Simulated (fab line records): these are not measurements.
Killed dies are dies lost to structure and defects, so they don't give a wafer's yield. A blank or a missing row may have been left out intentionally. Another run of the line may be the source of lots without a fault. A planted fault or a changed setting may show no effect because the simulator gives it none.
fab line records | flow n5Finfet
record lots=11 | wafers=33 | lastDay=17
route steps=1938 shown BEOL_M13@1679 BEOL_M14@1723 PASSIVATION@1936
lots with no fault: from the same line, run without faults
startH: start of the lot's first displayed wafer, in hours after the record's first day | waitH: how many hours have passed since the lot's step before this one | " as in the row above | L1.1+2: a single row standing in for several wafers | - no value present, or no start provided | * or withheld: withheld | < > ~ a bound
route shown NAME@n: names a module that has steps shown in the file, with the first one's number in the route | usual: mean/standard deviation of fault-free wafers | same: alike in all rows | chamber/n: place in a boat | sites: each site's reading | _std_site: standard deviation across them | _edge_site: inner sites' mean taken away from outer sites' mean | radiusMm: how far each site lies from the wafer's centre | mask NAME#n: copy n | behind: tool/chamber where the wafer was last shaped | hold: the reason the lot was held/the length of the hold in hours/how it ended | device: the transistor (n, p or np) that didn't switch | end of line: the route-end tests of the same wafers | a step with no rows: only its recipe | killed: count of dies lost to structure and defects at first sort (not the wafer's yield) | map: dies across one wafer; x = killed, . = not, _ = none there
set.NAME: setting as actually run; set.NAME@STEP: the setting as run at that earlier step | model.NAME: the simulator's own value behind a step, which no gauge read
route steps across a sampled set of lots; one table per step, one row per wafer
services: the hour from which a tool's chamber was out of use, counted from the record's first day as startH (under 0 if before that day), plus the number of hours and why
## steps
# step N5_BEOL_M13_CD_MEAS_17
# recipe targetCdNm=190 | polarity=opening
# usual cdNm=190.4/1.5
lot.wafer | tool     | chamber | startH | waitH | cdNm
L729.4    | cdSem-02 | -       | 243.11 | 0.0   | 188.4
L729.5    | "        | -       | "      | "     | 188.4
L729.6    | "        | -       | "      | "     | 190.0
L733.1    | cdSem-01 | -       | 259.01 | 0.0   | 190.1
L733.3    | "        | -       | "      | "     | 191.0
L733.6    | "        | -       | "      | "     | 190.2
L738.3    | cdSem-02 | -       | 279.23 | 0.0   | 189.6
L738.4    | "        | -       | "      | "     | 191.4
L738.5    | "        | -       | "      | "     | 190.5
L736.3    | cdSem-01 | -       | 280.57 | 0.0   | 191.5
L736.5    | "        | -       | "      | "     | 190.4
L736.6    | "        | -       | "      | "     | 189.1
L737.1    | cdSem-01 | -       | 286.38 | 0.0   | 189.9
L737.4    | "        | -       | "      | "     | 190.5
L737.5    | "        | -       | "      | "     | 189.7
L735.1    | cdSem-03 | -       | 295.08 | 0.0   | 193.7
L735.5    | "        | -       | "      | "     | 191.3
L735.6    | "        | -       | "      | "     | 192.5
L739.1    | cdSem-01 | -       | 301.19 | 0.0   | 192.7
L739.2    | "        | -       | "      | "     | 190.7
L739.6    | "        | -       | "      | "     | 192.2
L741.1    | cdSem-03 | -       | 310.77 | 0.0   | 190.1
L741.2    | "        | -       | "      | "     | 191.1
L741.5    | "        | -       | "      | "     | 189.7
L746.1    | cdSem-02 | -       | 334.29 | 0.0   | 190.5
L746.2    | "        | -       | "      | "     | 188.4
L746.3    | "        | -       | "      | "     | 189.0
L749.4    | cdSem-03 | -       | 353.31 | 0.0   | 191.3
L749.5    | "        | -       | "      | "     | 190.9
L749.6    | "        | -       | "      | "     | 193.4
L752.2    | cdSem-02 | -       | 368.06 | 0.0   | 190.2
L752.3    | "        | -       | "      | "     | 190.1
L752.4    | "        | -       | "      | "     | 189.6
# step N5_BEOL_M13_CMP_49
# recipe stopOn=SiOC | tOverpolishS=17.1 | downForcePsi=1 | platenRpm=50 | clearingPlatenDownForcePsi=1.5 | clearingPlatenRpm=50 | postCmpClean=cuAlkaline | targetThkNm=420 | clearingPlatenPadVelocityMS=0.99484 | padVelocityMS=0.99484
# usual barrierFieldEndpointS=30.5/0.62 | clearingPlatenDownForcePsi=1.5003/0.0027 | motorCurrentA=6.1/0.73 | overpolishRunS=17.100/0.009
lot.wafer | tool   | chamber | startH | waitH | barrierFieldEndpointS | clearingPlatenDownForcePsi | motorCurrentA | overpolishRunS
L729.4    | cmp-02 | 1       | 250.85 | 0.2   | 30.8                  | 1.4984                     | 6.0           | 17.090
L729.6    | "      | 3       | "      | "     | 30.4                  | 1.4972                     | 7.5           | 17.096
L729.5    | "      | 0       | "      | "     | 30.7                  | 1.4997                     | 5.2           | 17.084
L733.3    | cmp-02 | 1       | 263.02 | 0.2   | 31.5                  | 1.5017                     | 5.9           | 17.098
L733.1    | "      | 0       | "      | "     | 31.0                  | 1.4989                     | 5.9           | 17.096
L733.6    | "      | 1       | "      | "     | 31.0                  | 1.5032                     | 6.1           | 17.102
L738.3    | cmp-02 | 2       | 282.72 | 0.2   | 30.2                  | 1.4998                     | 5.2           | 17.110
L738.4    | "      | 3       | "      | "     | 30.0                  | 1.4970                     | 7.7           | 17.079
L738.5    | "      | 1       | "      | "     | 30.1                  | 1.5006                     | 5.4           | 17.111
L736.3    | cmp-03 | 0       | 284.07 | 0.3   | 30.5                  | 1.4989                     | 6.7           | 17.099
L736.6    | "      | 1       | "      | "     | 30.4                  | 1.5035                     | 6.4           | 17.107
L736.5    | "      | 2       | "      | "     | 29.9                  | 1.5052                     | 6.3           | 17.094
L737.1    | cmp-02 | 0       | 291.51 | 0.3   | 32.0                  | 1.4964                     | 5.6           | 17.098
L737.4    | "      | 1       | "      | "     | 30.7                  | 1.5004                     | 6.1           | 17.109
L737.5    | "      | 1       | "      | "     | 30.9                  | 1.4973                     | 5.9           | 17.115
L735.1    | cmp-02 | 2       | 299.38 | 0.4   | 30.1                  | 1.4994                     | 5.2           | 17.099
L735.6    | "      | 3       | "      | "     | 30.1                  | 1.5005                     | 7.4           | 17.105
L735.5    | "      | 0       | "      | "     | 29.6                  | 1.5045                     | 5.5           | 17.095
L739.1    | cmp-04 | 1       | 304.22 | 0.3   | 31.0                  | 1.4978                     | 5.6           | 17.098
L739.2    | "      | 0       | "      | "     | 31.5                  | 1.4999                     | 6.0           | 17.095
L739.6    | "      | 1       | "      | "     | 30.9                  | 1.5046                     | 5.5           | 17.097
L741.1    | cmp-04 | 1       | 314.89 | 0.3   | 30.5                  | 1.5023                     | 5.9           | 17.086
L741.2    | "      | 2       | "      | "     | 29.8                  | 1.5000                     | 5.7           | 17.104
L741.5    | "      | 0       | "      | "     | 30.7                  | 1.5039                     | 5.6           | 17.103
L746.3    | cmp-03 | 3       | 338.15 | 0.2   | 29.7                  | 1.5069                     | 6.0           | 17.099
L746.2    | "      | 0       | "      | "     | 29.8                  | 1.5005                     | 6.6           | 17.103
L746.1    | "      | 1       | "      | "     | 30.4                  | 1.4988                     | 6.4           | 17.102
L749.4    | cmp-03 | 1       | 356.33 | 0.1   | 29.4                  | 1.5034                     | 6.5           | 17.100
L749.5    | "      | 1       | "      | "     | 30.0                  | 1.5022                     | 6.5           | 17.087
L749.6    | "      | 2       | "      | "     | 29.7                  | 1.4998                     | 6.2           | 17.095
L752.3    | cmp-02 | 3       | 373.00 | 0.2   | 29.4                  | 1.5010                     | 7.3           | 17.104
L752.4    | "      | 0       | "      | "     | 29.5                  | 1.5007                     | 5.4           | 17.097
L752.2    | "      | 1       | "      | "     | 29.0                  | 1.4966                     | 5.7           | 17.103
# step N5_BEOL_M14_PEB_08
# recipe pebTempC=130 | pebTimeS=90
# usual heaterPowerTotalW=172.5/0.81
lot.wafer | tool          | chamber | startH | waitH | heaterPowerTotalW
L729.4    | lithoTrack-01 | 0       | 251.65 | 0.0   | 173.8
L729.5    | "             | 0       | "      | "     | 171.2
L729.6    | "             | 0       | "      | "     | 172.9
L733.1    | lithoTrack-04 | 0       | 263.89 | 0.1   | 172.9
L733.3    | "             | 0       | "      | "     | 172.4
L733.6    | "             | 0       | "      | "     | 171.5
L738.3    | lithoTrack-01 | 0       | 283.68 | 0.0   | 173.0
L738.4    | "             | 0       | "      | "     | 172.8
L738.5    | "             | 0       | "      | "     | 172.1
L736.3    | lithoTrack-01 | 0       | 285.03 | 0.0   | 172.7
L736.5    | "             | 0       | "      | "     | 170.8
L736.6    | "             | 0       | "      | "     | 172.9
L737.1    | lithoTrack-05 | 0       | 292.50 | 0.1   | 173.5
L737.4    | "             | 0       | "      | "     | 173.9
L737.5    | "             | 0       | "      | "     | 171.2
L735.1    | lithoTrack-05 | 0       | 300.14 | 0.1   | 172.8
L735.5    | "             | 0       | "      | "     | 172.6
L735.6    | "             | 0       | "      | "     | 171.9
L739.1    | lithoTrack-05 | 0       | 305.09 | 0.1   | 173.7
L739.2    | "             | 0       | "      | "     | 172.8
L739.6    | "             | 0       | "      | "     | 173.9
L741.1    | lithoTrack-05 | 0       | 315.84 | 0.1   | 171.5
L741.2    | "             | 0       | "      | "     | 171.8
L741.5    | "             | 0       | "      | "     | 179.5
L746.1    | lithoTrack-05 | 0       | 339.15 | 0.1   | 172.6
L746.2    | "             | 0       | "      | "     | 171.9
L746.3    | "             | 0       | "      | "     | 178.5
L749.4    | lithoTrack-01 | 0       | 357.35 | 0.0   | 173.6
L749.5    | "             | 0       | "      | "     | 170.8
L749.6    | "             | 0       | "      | "     | 172.2
L752.2    | lithoTrack-01 | 0       | 373.84 | 0.1   | 172.4
L752.3    | "             | 0       | "      | "     | 173.1
L752.4    | "             | 0       | "      | "     | 173.8
# step N5_BEOL_M14_DESCUM_15
# recipe chemistry=O2 | timeS=7.9 | sourcePowerW=50 | biasPowerW=20 | pressureMtorr=20 | rfFrequencyHz=2.712e+07 | tempC=40 | o2FlowSccm=225
# usual drypumpMotorCurrentA=5.6/0.54 | oesProductAu=0.80/0.062 | rfVppV=243.4/1.3 | showerheadPlenumPTorr=2.11/0.069 | throttleValvePct=20.34/0.17
lot.wafer | tool       | chamber | startH | waitH | drypumpMotorCurrentA | oesProductAu | rfHoursCounterH | rfVppV | showerheadPlenumPTorr | throttleValvePct
L729.4    | rieDiel-02 | 2       | 251.85 | 0.0   | 5.5                  | 0.88         | 39              | 241.7  | 2.04                  | 20.15
L729.5    | "          | 3       | "      | "     | 4.7                  | 0.71         | -               | 242.4  | 2.06                  | 20.45
L729.6    | "          | 0       | "      | "     | 6.2                  | 0.89         | -               | 244.7  | 2.23                  | 20.22
L733.1    | rieDiel-02 | 3       | 264.40 | 0.3   | 4.7                  | 0.71         | 227             | 242.9  | 2.06                  | 20.44
L733.3    | "          | 0       | "      | "     | 6.2                  | 0.88         | 38              | 245.7  | 2.23                  | 20.23
L733.6    | "          | 2       | "      | "     | 5.5                  | 0.87         | -               | 242.3  | 2.04                  | 20.16
L738.3    | rieDiel-04 | 3       | 284.42 | 0.6   | 5.3                  | 0.80         | 97              | 245.5  | 2.20                  | 20.33
L738.4    | "          | 0       | "      | "     | 5.8                  | 0.89         | 39              | 243.2  | 2.04                  | 20.30
L738.5    | "          | 1       | "      | "     | 6.6                  | 0.71         | -               | 243.9  | 2.15                  | 20.75
L736.3    | rieDiel-03 | 3       | 285.29 | 0.1   | 4.9                  | 0.70         | 219             | 243.6  | 2.07                  | 20.58
L736.5    | "          | 0       | "      | "     | 6.0                  | 0.82         | -               | 243.9  | 2.20                  | 20.37
L736.6    | "          | 1       | "      | "     | 5.7                  | 0.84         | -               | 244.6  | 2.13                  | 20.20
L737.1    | rieDiel-02 | 3       | 292.70 | 0.0   | 4.7                  | 0.71         | 238             | 242.9  | 2.06                  | 20.45
L737.4    | "          | 1       | "      | "     | 4.9                  | 0.78         | 126             | 243.0  | 2.10                  | 20.27
L737.5    | "          | 0       | "      | "     | 6.2                  | 0.87         | -               | 244.4  | 2.22                  | 20.25
L735.1    | rieDiel-03 | 2       | 300.34 | 0.0   | 5.4                  | 0.86         | 44              | 242.0  | 2.04                  | 20.13
L735.5    | "          | 1       | "      | "     | 5.7                  | 0.83         | -               | 243.4  | 2.13                  | 20.20
L735.6    | "          | 2       | "      | "     | 5.4                  | 0.85         | -               | 241.4  | 2.04                  | 20.13
L739.1    | rieDiel-04 | 1       | 305.29 | 0.0   | 6.6                  | 0.71         | 216             | 244.3  | 2.15                  | 20.77
L739.2    | "          | 2       | "      | "     | 5.7                  | 0.76         | 143             | 242.8  | 2.10                  | 20.60
L739.6    | "          | 3       | "      | "     | 5.4                  | 0.79         | -               | 245.5  | 2.20                  | 20.32
L741.1    | rieDiel-02 | 0       | 316.05 | 0.0   | 6.3                  | 0.86         | 59              | 245.3  | 2.22                  | 20.27
L741.2    | "          | 2       | "      | "     | 5.5                  | 0.85         | 64              | 241.6  | 2.03                  | 20.18
L741.5    | "          | 2       | "      | "     | 5.5                  | 0.84         | -               | 241.8  | 2.03                  | 20.20
L746.1    | rieDiel-04 | 3       | 339.35 | 0.0   | 5.4                  | 0.79         | 115             | 243.8  | 2.20                  | 20.33
L746.2    | "          | 2       | "      | "     | 5.7                  | 0.74         | 154             | 243.3  | 2.09                  | 20.60
L746.3    | "          | 0       | "      | "     | 5.9                  | 0.86         | 61              | 241.5  | 2.03                  | 20.32
L749.4    | rieDiel-03 | 2       | 357.55 | 0.0   | 5.4                  | 0.82         | 68              | 242.3  | 2.03                  | 20.16
L749.5    | "          | 2       | "      | "     | 5.4                  | 0.82         | -               | 243.1  | 2.03                  | 20.16
L749.6    | "          | 1       | "      | "     | 5.7                  | 0.81         | -               | 243.2  | 2.12                  | 20.24
L752.2    | rieDiel-03 | 1       | 374.29 | 0.3   | 5.7                  | 0.81         | 91              | 242.8  | 2.12                  | 20.25
L752.3    | "          | 0       | "      | "     | 6.0                  | 0.78         | 144             | 244.0  | 2.18                  | 20.44
L752.4    | "          | 3       | "      | "     | 4.9                  | 0.68         | 246             | 241.5  | 2.06                  | 20.60
# step N5_PASSIVATION_PROBE_49
# usual defectLimitedYield=91.3/1.3 | killed_at_M0_to_M3=35/13 | killed_at_M4_up=13/5.2 | killedAtContacts=12/6.2 | killedAtFrontEnd=39/9.6 | killedAtOther=3.1/2.6 | killedDies=102/16 | killedOnRim=13/3.8 | killedOpen=68/13 | killedShort=33/6.9 | sort_bin_5_function=5.1/0.87 | sort_bin_6_memory=3.3/0.67 | sortNPass=1078/16 | sortYieldPct=91.3/1.3
# same grossDies=1180 | killedAtBackSide=0 | sort_bin_4_leakage[%]=0 | sort_bin_8_speed[%]=0
lot.wafer | tool      | chamber | startH | waitH | defectLimitedYield[%] | killed_at_M0_to_M3 | killed_at_M4_up | killedAtContacts | killedAtFrontEnd | killedAtOther | killedDies | killedOnRim | killedOpen | killedShort | sort_bin_5_function[%] | sort_bin_6_memory[%] | sortNPass | sortYieldPct[%]
L739.1    | prober-01 | -       | 330.14 | 0.0   | 90.5                  | 52                 | 16              | 9                | 29               | 6             | 112        | 18          | 79         | 33          | 6.4                    | 3.0                  | 1068      | 90.5
L739.2    | prober-01 | -       | 330.19 | 0.1   | 90.8                  | 55                 | 10              | 14               | 29               | 1             | 109        | 12          | 70         | 38          | 4.8                    | 4.2                  | 1071      | 90.8
L739.6    | prober-01 | -       | 330.39 | 0.3   | 87.1                  | 89                 | 12              | 15               | 34               | 2             | 152        | 16          | 102        | 50          | 7.9                    | 4.4                  | 1028      | 87.1
# killed by level:class
L739.1 BEOL_M0_SAQP:geometricParticle:open=14 BEOL_M4:geometricParticle:open=9 BEOL_M0_SAQP:geometricParticle:short=8 MOL_CONTACT_COAG:geometricParticle:open=7 FIN_SAQP:geometricParticle:open=6 STI_FIN_REVEAL:geometricParticle:open=6 DUMMY_GATE:geometricParticle:open=6 BEOL_M0:geometricParticle:open=6
L739.2 BEOL_M1:geometricParticle:open=18 BEOL_M2:geometricParticle:open=11 MOL_CONTACT_COAG:geometricParticle:open=9 BEOL_M0_SAQP:geometricParticle:open=9 BEOL_M0_SAQP:geometricParticle:short=8 FIN_SAQP:geometricParticle:short=6 MOL_CONTACT_COAG:geometricParticle:short=5 FIN_SAQP:geometricParticle:open=4
L739.6 BEOL_M0_SAQP:geometricParticle:open=26 BEOL_M0_SAQP:geometricParticle:short=25 MOL_CONTACT_COAG:geometricParticle:open=12 BEOL_M1:geometricParticle:open=11 STI_FIN_REVEAL:geometricParticle:open=10 BEOL_M2:geometricParticle:open=9 BEOL_M3:geometricParticle:open=9 FIN_SAQP:geometricParticle:short=6
## services
tool          | chamber | startH | hours | kind
cmp-04        | -       | 233.26 | 0.4   | repair
cmp-02        | -       | 242.03 | 4.0   | pm
cmp-02        | -       | 246.03 | -     | consumableReplace:conditioner
cmp-02        | -       | 246.03 | -     | consumableReplace:pad
lithoTrack-05 | -       | 268.12 | -     | consumableReplace:filter
cmp-04        | -       | 269.15 | 1.0   | repair
cmp-03        | -       | 281.92 | 1.9   | repair
rieDiel-04    | 1       | 288.71 | 11.0  | repair
rieDiel-04    | -       | 298.50 | 2.8   | pm
rieDiel-03    | 3       | 301.67 | 7.3   | repair
cmp-02        | -       | 303.20 | 3.1   | repair
cmp-02        | -       | 317.60 | 0.7   | repair
rieDiel-03    | 3       | 322.29 | 11.0  | repair
cmp-03        | -       | 329.95 | 4.0   | pm
cmp-04        | -       | 338.27 | 4.0   | pm
rieDiel-04    | 3       | 340.45 | 5.4   | repair
cmp-04        | -       | 342.27 | 4.5   | pm
cmp-03        | -       | 350.88 | 4.0   | pm
cmp-03        | -       | 354.88 | -     | consumableReplace:conditioner
cmp-03        | -       | 354.88 | -     | consumableReplace:pad
rieDiel-02    | 3       | 365.02 | -     | clean
rieDiel-02    | 3       | 365.02 | -     | consumableReplace:focusRing
rieDiel-02    | 3       | 365.02 | 15.8  | scheduledDown
rieDiel-02    | 3       | 365.02 | 15.8  | ventCycle
## key
firstSign step=N5_BEOL_M14_PEB_08 | reading=heaterPowerTotalW | direction=up | sigmas=8.1 | usual=* | struck=*
effect none on later readings
metAt N5_BEOL_M14_PEB_08
struckLots L741,L746
struckWafers L741.5,L746.3
notActingAt N5_BEOL_M13_CD_MEAS_17,N5_BEOL_M13_CMP_49,N5_BEOL_M14_DESCUM_15
onsetBetween 305.09 315.84
fault kind=processParameterDrift | tool=lithoTrack-05 | chamber=- | onsetH=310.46 | steps=N5_BEOL_M14_PEB_08 | channel=pebTimeS | offset=* | shape=step | endH=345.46 | scope=struckWafersOnly | actsIn=* | stated=*
